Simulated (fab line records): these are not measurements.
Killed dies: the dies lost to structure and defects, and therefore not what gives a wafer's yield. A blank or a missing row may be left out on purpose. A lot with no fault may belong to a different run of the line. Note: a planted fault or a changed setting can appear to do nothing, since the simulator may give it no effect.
fab line records    flow nand-harc
record: lots: 6  wafers: 18  last-day: 27
route steps=1159 shown P_GATE@196 P_CONTACT@217 END@1159
lots that met no fault: taken from a fault-free run of the same line
start-h: start of the lot's first displayed wafer, in hours after the record's first day    wait-h: how many hours have passed since the lot's step before this one    " identical to the entry in the row above    L1.1+2: several wafers, shown together as one row    - no value, or no start was given    * or withheld: withheld    < > ~ a bound
route shown NAME@n: a module of which the file shows steps, and the number in the route of the first    usual: the fault-free wafers' mean and standard deviation    same: alike in all rows    chamber/n: place in a boat    sites: the reading at each site    _std_site: standard deviation across them    _edge_site: inner sites' mean taken away from outer sites' mean    radius-mm: how far each site lies from the wafer's centre    mask NAME#n: copy n    behind: the most recent tool/chamber to have shaped the wafer    hold: why the lot was held/for how many hours/how that ended    device: the n, p or np transistor that did not switch    end of line: the route-end tests of the same wafers    a step with no rows: only its recipe    killed: dies that structure and defects cost at the first sort, which is not the same as the wafer's yield    map: per-die view of a wafer (x killed, . not killed, _ where there is no die)
set.NAME: the setting as run; set.NAME@STEP: as run at that earlier step    model.NAME: the simulator's own value behind a step, which no gauge read
lots at selected steps of the route; one table per step, one row per wafer
services: when a tool's chamber went out of use (start-h, in hours from the record's first day, below 0 if earlier), for how many hours, and the reason
== steps ==
step: NHARC_P_GATE_EBR_87
step: NHARC_P_GATE_EXPOSE_88
recipe: na: 0.6  target-cd-nm: 2000  dose-mj: 11.87  mask-id: P_HVN
step: NHARC_P_GATE_PEB_89
recipe: peb-temp-c: 118  peb-time-s: 85
step: NHARC_P_GATE_DEVELOP_90
recipe: time-s: 70
step: NHARC_P_GATE_CD_MEAS_91
recipe: target-cd-nm: 2000  landing-energy-ev: 500
usual: cd-nm: 1999.7/1.3
lot.wafer  tool       chamber  start-h  wait-h  cd-nm
L294.2     cd-sem-03  0        127.64   -       2000.3
L294.3     "          0        "        "       2001.8
L294.6     "          0        "        "       2001.1
L296.3     cd-sem-01  0        145.53   -       2001.4
L296.5     "          0        "        "       2000.9
L296.6     "          0        "        "       2000.0
L304.1     cd-sem-01  0        185.58   -       2000.8
L304.3     "          0        "        "       1998.7
L304.4     "          0        "        "       2000.4
L302.1     cd-sem-02  0        186.06   -       2000.4
L302.3     "          0        "        "       2001.7
L302.5     "          0        "        "       2001.5
L312.1     cd-sem-02  0        235.65   -       1998.8
L312.3     "          0        "        "       2000.3
L312.4     "          0        "        "       1997.6
L313.1     cd-sem-02  0        252.19   -       1999.3
L313.2     "          0        "        "       2000.3
L313.5     "          0        "        "       1998.8
step: NHARC_P_GATE_HARDBAKE_92
recipe: temp-c: 125  time-s: 80
step: NHARC_P_GATE_DESCUM_93
recipe: time-s: 3  o2-flow-sccm: 200  ar-flow-sccm: 0  bias-power-w: 0  chemistry: O2
step: NHARC_P_GATE_IMPLANT_94
recipe: energy-kev: 60  dose-cm2: 2e+15  tilt-deg: 7
step: NHARC_P_GATE_STRIP_113
recipe: power-w: 1500  temp-c: 110  time-s: 740  chemistry: N2/H2
usual: drypump-motor-current-A: 5.8/0.45  heater-power-w: 93/7  rf-refl-power-W: 22/8.7
lot.wafer  tool             chamber  start-h  wait-h  drypump-motor-current-A  heater-power-w  rf-hours-counter-h  rf-refl-power-W
L294.2     plasma-asher-02  0        128.19   0.2     5.2                      102             40                  24
L294.3     "                0        "        "       5.2                      101             -                   24
L294.6     "                1        "        "       6.5                      96              -                   37
L296.3     plasma-asher-02  0        146.41   0.5     5.2                      100             -                   23
L296.5     "                1        "        "       6.5                      100             -                   35
L296.6     "                0        "        "       5.2                      103             -                   23
L304.1     plasma-asher-01  1        186.65   0.7     5.6                      87              25                  12
L304.3     "                0        "        "       5.8                      87              -                   19
L304.4     "                1        "        "       5.6                      87              -                   12
L302.1     plasma-asher-01  0        187.98   1.6     5.7                      87              27                  19
L302.3     "                0        "        "       5.7                      87              -                   18
L302.5     "                0        "        "       5.7                      87              -                   19
L312.1     plasma-asher-01  0        236.36   0.4     5.7                      85              45                  19
L312.4     "                1        "        "       5.7                      86              -                   12
L312.3     "                0        "        "       5.7                      85              -                   19
L313.2     plasma-asher-01  0        252.82   0.3     5.7                      87              49                  19
L313.1     "                1        "        "       5.6                      88              49                  12
L313.5     "                0        "        "       5.7                      88              -                   19
step: NHARC_P_GATE_STRIP_95
recipe: power-w: 1500  temp-c: 250  chemistry: O2
usual: drypump-motor-current-A: 5.8/0.45  heater-power-w: 345/25  rf-refl-power-W: 22/8.5
lot.wafer  tool             chamber  start-h  wait-h  drypump-motor-current-A  heater-power-w  rf-hours-counter-h  rf-refl-power-W
L294.2     plasma-asher-02  0        128.90   0.6     5.2                      361             41                  23
L294.3     "                0        "        "       5.2                      375             -                   23
L294.6     "                1        "        "       6.5                      361             -                   37
L296.3     plasma-asher-02  0        146.80   0.3     5.2                      371             -                   24
L296.5     "                1        "        "       6.5                      368             -                   36
L296.6     "                0        "        "       5.3                      372             -                   23
L304.1     plasma-asher-01  1        187.24   0.5     5.6                      321             26                  12
L304.3     "                0        "        "       5.7                      325             -                   19
L304.4     "                1        "        "       5.7                      318             -                   13
L302.1     plasma-asher-01  0        188.60   0.5     5.7                      323             28                  19
L302.3     "                0        "        "       5.7                      320             -                   19
L302.5     "                0        "        "       5.7                      329             -                   19
L312.1     plasma-asher-01  0        236.96   0.5     5.7                      325             46                  18
L312.4     "                1        "        "       5.6                      321             -                   12
L312.3     "                0        "        "       5.7                      335             -                   18
L313.2     plasma-asher-01  0        253.54   0.6     5.7                      325             49                  18
L313.1     "                1        "        "       5.6                      316             49                  12
L313.5     "                0        "        "       5.7                      320             -                   19
step: NHARC_P_GATE_STRIP_96
recipe: time-s: 900  temp-c: 130  chemistry: SPM
step: NHARC_P_GATE_RTA_64
recipe: temp-c: 1050  time-s: 1
step: NHARC_P_GATE_ETCH_77
recipe: target-depth-a: 60  chemistry: dHF  material: SiO2
lot.wafer   tool          chamber  start-h  wait-h
L294.2+3+6  wet-bench-07  1,3,4    129.68   0.2
L296.6+5+3  wet-bench-06  7,0,1    147.55   0.0
L304.1+3+4  wet-bench-07  4,5,0    188.00   0.2
L302.5+1+3  wet-bench-07  5,6,0    189.37   0.1
L312.1+4+3  wet-bench-04  0,3,4    237.73   0.2
L313.1+2+5  wet-bench-04  1,2,3    254.30   0.2
step: NHARC_P_GATE_DEGAS_109
recipe: temp-c: 300  time-s: 60
step: NHARC_P_GATE_PRE_CLEAN_110
recipe: time-s: 30  bias-v: 200  gas: Ar
step: NHARC_P_GATE_SPUTTER_78
recipe: target-thk-a: 100  material: Ni
step: NHARC_P_GATE_SPUTTER_79
recipe: target-thk-a: 100  material: TiN
step: NHARC_P_GATE_RTA_80
recipe: temp-c: 300  time-s: 30
usual: wafer_temp_C_max: 301.7/0.54
lot.wafer  tool           chamber  start-h  wait-h  wafer_temp_C_max
L294.2     rtp-anneal-01  0        130.14   -       301.1
L294.3     "              0        "        "       301.4
L294.6     "              0        "        "       301.2
L296.3     rtp-anneal-01  0        148.02   -       301.1
L296.5     "              0        "        "       300.6
L296.6     "              0        "        "       300.9
L304.1     rtp-anneal-02  0        188.41   -       302.0
L304.3     "              0        "        "       302.5
L304.4     "              0        "        "       302.4
L302.1     rtp-anneal-01  0        189.81   -       301.3
L302.3     "              0        "        "       301.1
L302.5     "              0        "        "       301.9
L312.1     rtp-anneal-02  0        238.14   -       301.7
L312.3     "              0        "        "       301.4
L312.4     "              0        "        "       302.2
L313.1     rtp-anneal-02  0        254.70   -       302.4
L313.2     "              0        "        "       301.2
L313.5     "              0        "        "       302.4
step: NHARC_P_GATE_STRIP_67
recipe: time-s: 600  temp-c: 130  chemistry: SPM
step: NHARC_P_GATE_RTA_82
recipe: temp-c: 450  time-s: 30
usual: lamp-power-pct: 3.60/0.16  lamp_zone_7_pct: 3.80/0.17  wafer_temp_C_max: 452.4/0.74
lot.wafer  tool           chamber  start-h  wait-h  lamp-power-pct  lamp_zone_7_pct  wafer_temp_C_max
L294.2     rtp-anneal-02  0        130.61   -       3.42            3.60             453.7
L294.3     "              0        "        "       3.42            3.60             454.0
L294.6     "              0        "        "       3.42            3.60             453.9
L296.3     rtp-anneal-02  0        148.48   -       3.42            3.60             453.0
L296.5     "              0        "        "       3.42            3.60             452.6
L296.6     "              0        "        "       3.42            3.60             452.5
L304.1     rtp-anneal-01  0        188.87   -       3.74            3.93             452.0
L304.3     "              0        "        "       3.74            3.94             451.8
L304.4     "              0        "        "       3.74            3.93             451.6
L302.1     rtp-anneal-02  0        190.32   -       3.42            3.60             452.6
L302.3     "              0        "        "       3.42            3.59             452.5
L302.5     "              0        "        "       3.41            3.60             452.5
L312.1     rtp-anneal-02  0        238.60   -       3.42            3.60             453.9
L312.3     "              0        "        "       3.42            3.59             453.0
L312.4     "              0        "        "       3.42            3.60             453.1
L313.1     rtp-anneal-01  0        255.28   -       3.74            3.93             451.8
L313.2     "              0        "        "       3.74            3.93             452.4
L313.5     "              0        "        "       3.74            3.93             451.4
step: NHARC_P_GATE_INSPECT_68
usual: raw-defect-count: 201/83
lot.wafer  tool               chamber  start-h  wait-h  raw-defect-count
L294.2     defect-inspect-02  -        130.78   0.1     183
L294.3     "                  -        "        "       246
L294.6     "                  -        "        "       145
L296.3     defect-inspect-01  -        148.62   0.1     261
L296.5     "                  -        "        "       172
L296.6     "                  -        "        "       367
L304.1     defect-inspect-02  -        189.07   0.2     150
L304.3     "                  -        "        "       93
L304.4     "                  -        "        "       582
L302.1     defect-inspect-01  -        190.51   0.2     369
L302.3     "                  -        "        "       736
L302.5     "                  -        "        "       370
L312.1     defect-inspect-02  -        238.80   0.2     289
L312.3     "                  -        "        "       204
L312.4     "                  -        "        "       173
L313.1     defect-inspect-02  -        255.47   0.2     181
L313.2     "                  -        "        "       140
L313.5     "                  -        "        "       118
step: NHARC_P_CONTACT_DEP_30
recipe: target-thk-a: 300  temp-c: 400  target-thk-nm: 30  flow-sccm: 200  rf-w: 450  material: SiNx
usual: heater-power-w: 723/60
lot.wafer  tool      chamber  start-h  wait-h  heater-power-w  since-wet-clean-h
L294.3     pecvd-02  2        130.88   0.1     806             146
L294.2     "         0        "        "       697             146
L294.6     "         0        "        "       692             -
L296.3     pecvd-01  1        148.69   0.1     718             79
L296.6     "         1        "        "       727             -
L296.5     "         2        "        "       761             -
L304.3     pecvd-01  0        189.17   0.1     803             120
L304.1     "         1        "        "       753             120
L304.4     "         2        "        "       728             -
L302.3     pecvd-03  1        190.58   0.1     664             67
L302.1     "         2        "        "       811             67
L302.5     "         2        "        "       815             -
L312.1     pecvd-03  0        238.88   0.1     593             115
L312.3     "         1        "        "       706             115
L312.4     "         1        "        "       708             -
L313.1     pecvd-01  0        255.54   0.1     766             5
L313.2     "         2        "        "       807             5
L313.5     "         0        "        "       779             -
step: NHARC_END_SORT_01
recipe: temp-c: 25
usual: killed-at-array: 28/11  killed-at-other: 0.9/1.2  killed-at-periphery: 2.6/2.1  killed-dies: 31/11  killed-open: 3.1/1.7  killed-short: 1.9/1.3
same: gross-dies: 677
lot.wafer  tool       chamber  start-h  wait-h  killed-at-array  killed-at-other  killed-at-periphery  killed-dies  killed-open  killed-short
L304.4     prober-02  0        559.26   3.4     33               2                68                   103          4            2
L302.3     prober-01  0        595.20   3.1     30               0                71                   101          3            3
killed by level:class
L304.4 P_GATE:unspecified=68 A_CHANNEL_HOLE_D1:chamber-film-flake=19 A_CONTACT:chamber-film-flake=7 A_CONTACT:geometric-particle:open=2 THIN_TSV:chamber-film-flake=2 A_SOURCE_PLATE:geometric-particle:open=1 A_CHANNEL_HOLE_D1:geometric-particle:short=1 A_WL_FILL:geometric-particle:short=1
L302.3 P_GATE:unspecified=70 A_CHANNEL_HOLE_D1:chamber-film-flake=8 A_SLIT:chamber-film-flake=8 A_CHANNEL_FILL_D1:chamber-film-flake=3 A_WL_FILL:chamber-film-flake=2 A_CONTACT:chamber-film-flake=2 P_CONTACT:geometric-particle:open=1 A_SOURCE_PLATE:geometric-particle:short=1
map L302.3 (x killed, . not)
____________.____________
_________x......_________
_______..x........_______
______.............______
_____..x............_____
____.xxx.............____
____...x.............____
___...x...x...........___
___..x................___
__...........x.........__
__..x..................__
_.............x........._
_.........x............._
_.....................x._
_......................._
_......................._
........x................
.........................
.........................
x........................
..x......................
_x.......x.............._
_..............x........_
_............x.x........_
_............x.........._
_..x.x.......xx........._
__........xx...........__
__.....x.xxxx..x....x..__
___.....xxxxxx........___
___......xxxxxxxx.....___
____..x.xxxxxxxxx....____
____....xxxxxxxx.....____
_____..xxxxxxxxx...._____
______..xxxxxxxx...______
_______.xxxxxxx.x._______
_________xxxxxx._________
____________x____________
map L304.4 (x killed, . not)
____________.____________
_________......._________
_______.........x._______
______.............______
_____..x............_____
____..x..........x...____
____x..xxxx........x.____
___.xxxxx.x........x..___
___....xx..........x.x___
__....xx..............x__
__......x..............__
_.........x....x........_
_....x...x......x......._
_......................._
_......................._
_......................x_
.........................
.........................
x........................
.x.....x.................
.........................
_x......................_
_......................._
_......................._
_......................._
_.........x............._
__.......x..x..........__
__..........x..x.......__
___......xxxxx........___
___.....xxxxxxxx......___
____....xxxxxxxx.....____
____...xxxxxxxxx.....____
_____...xxxxxxx.x..._____
______.xxxxxxx.xx..______
_______xxxxxxxx.x._______
_________xxxxxx._________
____________x____________
== services ==
tool             chamber  start-h  hours  kind
plasma-asher-02  -        107.91   1.4    repair
plasma-asher-01  0        108.00   -      clean
plasma-asher-01  1        108.00   -      clean
pecvd-03         -        111.00   13.0   pm
pecvd-03         0        111.00   13.0   vent-cycle
pecvd-03         1        111.00   13.0   vent-cycle
pecvd-03         2        111.00   13.0   vent-cycle
pecvd-03         0        124.00   -      clean
wet-bench-06     -        129.63   8.0    pm
pecvd-02         -        153.00   13.0   pm
wet-bench-04     -        163.20   8.0    pm
plasma-asher-02  -        183.12   9.0    pm
plasma-asher-02  0        183.12   9.0    vent-cycle
plasma-asher-02  1        183.12   9.0    vent-cycle
pecvd-02         -        188.01   1.8    repair
plasma-asher-02  0        192.12   -      clean
plasma-asher-02  1        192.12   -      clean
pecvd-02         -        204.43   2.0    repair
pecvd-01         -        237.53   13.0   pm
pecvd-01         0        237.53   13.0   vent-cycle
pecvd-01         1        237.53   26.3   vent-cycle
pecvd-01         2        237.53   13.0   vent-cycle
pecvd-01         0        250.53   -      clean
pecvd-01         2        250.53   -      clean
== key ==
first-sign: step: NHARC_P_GATE_INSPECT_68  reading: raw-defect-count  direction: up  sigmas: 5.5  usual: 201  struck: 659
effect: step: NHARC_END_SORT_01  reading: killed-at-periphery  direction: up  sigmas: 32  usual: 2.6  struck: 69.5
more-kills-born-at: NHARC_P_GATE_ETCH_77@wet-bench-07: 138
met-at NHARC_P_GATE_ETCH_77
struck-wafers L302.3,L304.4
tester-left-out L302,L304
fault: kind: chamber-particle-source  tool: wet-bench-07  chamber: 0  onset-h: 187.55  steps: NHARC_P_GATE_ETCH_77  rate-per-visit-cm2: 0.69202  end-h: 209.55
tester-left-out: of these lots the tester's yield and bins aren't shown, on N5 and GAA mostly nor the transistor test; their killed dies are dies lost to structure and defects alone, not to doping, threshold or leakage, so they don't give the yield
